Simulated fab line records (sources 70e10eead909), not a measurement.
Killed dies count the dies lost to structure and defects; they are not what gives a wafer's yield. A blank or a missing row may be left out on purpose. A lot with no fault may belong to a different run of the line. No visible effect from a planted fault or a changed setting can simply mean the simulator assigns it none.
Chamber matching || flow nand harc || 4 sister chambers for NHARC_THIN_TSV_CMP_21 on cmp-03
The step polishes, t overpolish 30 s, target thk 2000 nm. 18 wafers are shown with their chamber, then 9 later ones without.

EACH WAFER AND ITS CHAMBER
{"wafer": "L576.1", "chamber": 1, "motor current A (A)": 10.6, "overpolish run s (s)": 30.009}
{"wafer": "L576.2", "chamber": 2, "motor current A (A)": 9.4, "overpolish run s (s)": 30.008}
{"wafer": "L576.3", "chamber": 3, "motor current A (A)": 11.7, "overpolish run s (s)": 30.001}
{"wafer": "L578.1", "chamber": 0, "motor current A (A)": 11.6, "overpolish run s (s)": 29.999}
{"wafer": "L578.2", "chamber": 1, "motor current A (A)": 10.6, "overpolish run s (s)": 30.016}
{"wafer": "L578.3", "chamber": 3, "motor current A (A)": 11.2, "overpolish run s (s)": 29.984}
{"wafer": "L577.2", "chamber": 1, "motor current A (A)": 10.2, "overpolish run s (s)": 30.000}
{"wafer": "L577.3", "chamber": 0, "motor current A (A)": 11.9, "overpolish run s (s)": 30.009}
{"wafer": "L577.5", "chamber": 1, "motor current A (A)": 10.3, "overpolish run s (s)": 29.998}
{"wafer": "L582.1", "chamber": 2, "motor current A (A)": 9.3, "overpolish run s (s)": 29.982}
{"wafer": "L582.2", "chamber": 1, "motor current A (A)": 10.6, "overpolish run s (s)": 30.005}
{"wafer": "L582.4", "chamber": 3, "motor current A (A)": 11.7, "overpolish run s (s)": 30.000}
{"wafer": "L590.3", "chamber": 1, "motor current A (A)": 10.5, "overpolish run s (s)": 30.003}
{"wafer": "L590.5", "chamber": 1, "motor current A (A)": 11.0, "overpolish run s (s)": 29.999}
{"wafer": "L590.6", "chamber": 0, "motor current A (A)": 12.0, "overpolish run s (s)": 29.994}
{"wafer": "L594.1", "chamber": 2, "motor current A (A)": 9.3, "overpolish run s (s)": 29.992}
{"wafer": "L594.2", "chamber": 0, "motor current A (A)": 12.2, "overpolish run s (s)": 30.003}
{"wafer": "L594.4", "chamber": 1, "motor current A (A)": 10.7, "overpolish run s (s)": 29.996}

SIGNATURES, as means of the wafers listed above
{"reading": "motor current A", "chamber 0": 11.925, "chamber 1": 10.562, "chamber 2": 9.333, "chamber 3": 11.533, "scatter within a chamber": 0.236}
{"reading": "overpolish run s", "chamber 0": 30.00125, "chamber 1": 30.00325, "chamber 2": 29.99400, "chamber 3": 29.99500, "scatter within a chamber": 0.00826}
Rule: for a wafer and a chamber, the distance is found by dividing, reading by reading, the gap between the wafer's reading and the chamber's mean by the reading's scatter, squaring, summing and taking the root. The wafer belongs to the nearest chamber; if the next one is less than 2 further off, it can't be placed. How the scatter is found: for the shown wafers, subtract from each reading the mean of its chamber, square and add these, divide the total by (wafers less chambers), then take the root.

WAFERS MISSING THEIR CHAMBER
{"wafer": "L596.2", "motor current A (A)": 8.7, "overpolish run s (s)": 29.999}
{"wafer": "L596.3", "motor current A (A)": 11.5, "overpolish run s (s)": 30.004}
{"wafer": "L596.4", "motor current A (A)": 11.7, "overpolish run s (s)": 29.996}
{"wafer": "L598.1", "motor current A (A)": 12.3, "overpolish run s (s)": 30.001}
{"wafer": "L598.5", "motor current A (A)": 9.1, "overpolish run s (s)": 30.000}
{"wafer": "L598.6", "motor current A (A)": 11.6, "overpolish run s (s)": 29.989}
{"wafer": "L597.3", "motor current A (A)": 12.4, "overpolish run s (s)": 29.993}
{"wafer": "L597.5", "motor current A (A)": 9.4, "overpolish run s (s)": 29.993}
{"wafer": "L597.6", "motor current A (A)": 9.9, "overpolish run s (s)": 29.994}

WHICH CHAMBER EACH ONE RAN IN
{"wafer": "L596.2", "from the rows above": 2, "in truth": 2}
{"wafer": "L596.3", "from the rows above": "can't be placed: 3 or 0", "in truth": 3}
{"wafer": "L596.4", "from the rows above": "can't be placed: 3 or 0", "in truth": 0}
{"wafer": "L598.1", "from the rows above": "can't be placed: 0 or 3", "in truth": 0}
{"wafer": "L598.5", "from the rows above": 2, "in truth": 2}
{"wafer": "L598.6", "from the rows above": "can't be placed: 3 or 0", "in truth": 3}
{"wafer": "L597.3", "from the rows above": "can't be placed: 0 or 3", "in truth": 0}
{"wafer": "L597.5", "from the rows above": 2, "in truth": 2}
{"wafer": "L597.6", "from the rows above": "can't be placed: 2 or 1", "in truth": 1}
Placed correctly: 3 of 9. Can't be placed from these rows: 6 (the true chamber is among the candidates in 6). Number placed wrongly: 0.
